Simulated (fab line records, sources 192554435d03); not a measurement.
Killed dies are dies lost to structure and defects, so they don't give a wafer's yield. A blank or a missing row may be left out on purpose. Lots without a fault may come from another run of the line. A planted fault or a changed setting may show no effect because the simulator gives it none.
One fault seen from 2 desks | flow n5_finfet | each desk has only its own numbers; what lay behind them comes last

THE TOOL OWNER'S DESK: pvd_sputter-01
The tool's own readings at N5_BEOL_M11_SPUTTER_48 (material Cu, target thk 12 nm, time 2 s): means of the sampled wafers that have a number, for each lot that ran on this tool. A lot is out of limits, marked OUT, if its mean lies more than 4 standard deviations from the usual mean; the brackets give that distance.
Columns: A = cathode_dc_power_W at N5_BEOL_M11_SPUTTER_48, usual 26000 W; B = chamber_pressure_pa at N5_BEOL_M11_SPUTTER_48, usual 0.13004 Pa; C = chuck_gas_flow_sccm at N5_BEOL_M11_SPUTTER_48, usual 1.28 sccm; D = throttle_valve_pct at N5_BEOL_M11_SPUTTER_48, usual 29.9 %
lot  | first seen here | A                       | B       | C    | D
L110 | day 13 06:25    | 20222 (-99 or more) OUT | 0.12990 | 1.29 | 29.7
L111 | day 13 06:34    | 20221 (-99 or more) OUT | 0.13022 | 1.27 | 30.3
L123 | day 16 11:18    | 25999                   | 0.12982 | 1.27 | 30.7
This desk's finding: out of limits on L110, L111; first on L110, day 13 06:25 (cathode_dc_power_W at N5_BEOL_M11_SPUTTER_48). In limits: L123.

THE METROLOGY DESK
What the gauges read, lot by lot, whatever tool the lot ran on: means of the sampled wafers that have a number. A lot is out of limits, marked OUT, if its mean lies more than 4 standard deviations from the usual mean; the brackets give that distance.
Columns: A = trench_depth_nm at N5_BEOL_M11_OCD_MEAS_38, usual 148 nm; B = cd_nm at N5_BEOL_M11_CD_MEAS_35, usual 70.0 nm
lot  | first seen here | A   | B
L104 | day 12 02:40    | 148 | 69.3
L110 | day 13 04:43    | 148 | 70.6
L111 | day 13 04:52    | 148 | 69.7
L119 | day 15 12:59    | 148 | 70.5
L123 | day 16 08:50    | 151 | 69.5
L124 | day 16 10:31    | 150 | 69.8
This desk's finding: nothing out of limits on any of the 6 lots.

PUT TOGETHER
The tool owner's desk could have raised an alarm at day 13 06:25, on L110, L111.
The metrology desk saw nothing out of limits.
The metrology desk has L110, L111 on record, within its limits.
Of the lots named, all ran N5_BEOL_M11_SPUTTER_48 on pvd_sputter-01.

WHAT THE SIMULATOR HAD PUT IN
Process parameter drift: pvd_sputter-01, from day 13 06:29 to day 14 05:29, at N5_BEOL_M11_SPUTTER_48. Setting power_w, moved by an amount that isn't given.
Lots struck among those shown: L110, L111.
